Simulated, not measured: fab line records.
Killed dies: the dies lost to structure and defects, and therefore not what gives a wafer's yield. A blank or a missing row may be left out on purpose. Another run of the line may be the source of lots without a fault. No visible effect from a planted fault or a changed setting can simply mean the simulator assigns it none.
Matching of chambers || flow n5-finfet || 3 sister chambers for N5_BEOL_M6_PECVD_70 on pecvd-01
The step deposits SiO2 from TEOS/O2, target thk 20 nm, time 22.7 s. 3 wafers are shown with their chamber, then 10 later ones without.

## WAFERS PAIRED WITH THEIR CHAMBERS
{"wafer": "L091.3", "chamber": 0, "showerhead-plenum-p-Torr (Torr)": 8.78}
{"wafer": "L086.3", "chamber": 2, "showerhead-plenum-p-Torr (Torr)": 8.65}
{"wafer": "L086.4", "chamber": 1, "showerhead-plenum-p-Torr (Torr)": 8.82}

## WAFERS MISSING THEIR CHAMBER
{"wafer": "L086.5", "showerhead-plenum-p-Torr (Torr)": 8.63}
{"wafer": "L095.1", "showerhead-plenum-p-Torr (Torr)": 8.78}
{"wafer": "L095.4", "showerhead-plenum-p-Torr (Torr)": 8.60}
{"wafer": "L095.6", "showerhead-plenum-p-Torr (Torr)": 8.77}
{"wafer": "L094.1", "showerhead-plenum-p-Torr (Torr)": 8.80}
{"wafer": "L094.4", "showerhead-plenum-p-Torr (Torr)": 8.79}
{"wafer": "L094.6", "showerhead-plenum-p-Torr (Torr)": 8.77}
{"wafer": "L097.3", "showerhead-plenum-p-Torr (Torr)": 8.80}
{"wafer": "L097.4", "showerhead-plenum-p-Torr (Torr)": 8.79}
{"wafer": "L097.6", "showerhead-plenum-p-Torr (Torr)": 8.62}

## EACH ONE'S CHAMBER
{"wafer": "L086.5", "from the rows above": 2, "in truth": 2}
{"wafer": "L095.1", "from the rows above": "can't be placed: 0 or 1", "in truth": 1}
{"wafer": "L095.4", "from the rows above": 2, "in truth": 2}
{"wafer": "L095.6", "from the rows above": "can't be placed: 0 or 1", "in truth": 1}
{"wafer": "L094.1", "from the rows above": "can't be placed: 1 or 0", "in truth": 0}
{"wafer": "L094.4", "from the rows above": "can't be placed: 0 or 1", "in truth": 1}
{"wafer": "L094.6", "from the rows above": "can't be placed: 0 or 1", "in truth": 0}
{"wafer": "L097.3", "from the rows above": "can't be placed: 1 or 0", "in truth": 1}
{"wafer": "L097.4", "from the rows above": "can't be placed: 0 or 1", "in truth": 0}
{"wafer": "L097.6", "from the rows above": 2, "in truth": 2}
Placed correctly: 3 of 10. Cannot be placed on the basis of these rows: 7; the candidates contain the true chamber in 7. Placed wrongly: 0.
How it was worked out, from the rows above alone: a wafer's distance from a chamber is the root of the sum, over the readings, of the square of ((its reading less the chamber's mean) divided by the reading's scatter). The wafer belongs to the nearest chamber; if the next one is less than 2 further off, it can't be placed. Each chamber's mean is taken over the wafers shown for it. The scatter (one wafer shown for each chamber): square how far every hidden wafer sits from the nearest shown wafer, average those squares and take the square root.
